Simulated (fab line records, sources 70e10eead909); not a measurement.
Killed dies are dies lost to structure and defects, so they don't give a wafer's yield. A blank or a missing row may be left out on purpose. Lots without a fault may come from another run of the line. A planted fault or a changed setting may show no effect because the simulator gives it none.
A struck lot beside a sound one | flow nand_harc | 15 steps out of a route of 1302
Sound: wafers L584.2, L584.3, L584.4. Struck: wafer L575.1. (L575.2 of the same lot was not struck and is left out.) The cause comes at the end.
At each step with rows: each side's tool, then ch and its chambers, then its first start. Under that, the readings that differ: sound wafers | struck wafers | difference of the means | sigmas: that difference in standard deviations of wafers without a fault.
alike: readings whose means differ by less than 2 such deviations, and words and numbers that are the same on both sides. not compared: withheld readings, readings that some wafer has no value for, bounds like >300 that may hide the same value, and numbers for which the record gives no deviation and whose values overlap.
The two part at a step that has a row with sigmas, a row that says differs or no value, or rows on one side only. Numbers that don't overlap but have no deviation are shown without sigmas and don't part them. A reading that every wafer of one side lacks parts them only if that side has two wafers or more.

first, 6 steps without rows for these wafers: NHARC_A_DECK1_JOINT_CVD_34 (deposits SiNx, target thk 20 nm); NHARC_A_DECK1_JOINT_DEP_06 (deposits SiOx, target thk 80 nm); NHARC_A_DECK1_JOINT_CURE_26 (time 32 s); NHARC_A_DECK1_JOINT_ANNEAL_27 (time 3600 s); NHARC_A_DECK1_JOINT_ANNEAL_28 (time 1800 s); NHARC_A_DECK1_JOINT_ANNEAL_29 (time 1800 s).
NHARC_A_DECK1_JOINT_CMP_02: polishes SiOx.
  sound on cmp-03 ch 0,1,3, day 19 13:58; struck on cmp-03 ch 3, day 16 21:18
  alike: motor_current_A
then, 1 step without rows for these wafers: NHARC_A_DECK1_JOINT_SRD_15.
NHARC_A_DECK1_JOINT_DEP_16: deposits SiO2, target thk 45 nm.
  sound on pecvd-04 ch 0,2, day 19 14:22; struck on pecvd-03 ch 0, day 16 21:41
  reading            | sound       | struck | difference | sigmas
  heater_power_w (W) | 443 486 447 | 756    | +297       | +3
  alike: throttle_valve_pct
NHARC_A_DECK1_JOINT_THK_MEAS_17: measures by ellipsometry.
  sound on film_metro-01, day 19 14:37; struck on film_metro-01, day 16 21:58
  alike: thk_nm
NHARC_A_DECK1_JOINT_INSPECT_05:
  sound on defect_inspect-01, day 19 14:39; struck on defect_inspect-02, day 16 22:00
  alike: raw_defect_count
NHARC_A_ONON_D2_DEP_00: target thk 1000 nm.
  sound on pecvd_onon-03 ch 0, day 19 14:47; struck on pecvd_onon-04 ch 0, day 16 22:04
  alike: n2_flow_sccm, nh3_flow_sccm
NHARC_A_ONON_D2_THK_MEAS_02: measures by ellipsometry.
  sound on film_metro-01, day 19 15:14; struck on film_metro-01, day 16 22:35
  reading     | sound       | struck | difference | sigmas
  thk_nm (nm) | 998 997 998 | 544    | -454       | -64
then, 1 step without rows for these wafers: NHARC_A_ONON_D2_DEP_03 (target thk 1000 nm).
-- the record jumps here: 12 days lie between the struck wafers' starts before and after (it left off in module A_ONON_D2 and takes up again in module END, whose first step shown is number 1302 of the route) --
NHARC_END_SORT_01:
  sound on prober-01 ch 0, day 32 08:01; struck on prober-02 ch 0, day 29 02:35
  reading         | sound    | struck | difference | sigmas
  killed_at_array | 65 47 57 | 675    | +619       | +33
  killed_dies     | 74 50 58 | 677    | +616       | +31
  alike: killed_at_other, killed_at_periphery, killed_open, killed_short

WHERE THEY PART
First at NHARC_A_DECK1_JOINT_DEP_16; last, within this record, at NHARC_END_SORT_01.

WHY: what the simulator had put in
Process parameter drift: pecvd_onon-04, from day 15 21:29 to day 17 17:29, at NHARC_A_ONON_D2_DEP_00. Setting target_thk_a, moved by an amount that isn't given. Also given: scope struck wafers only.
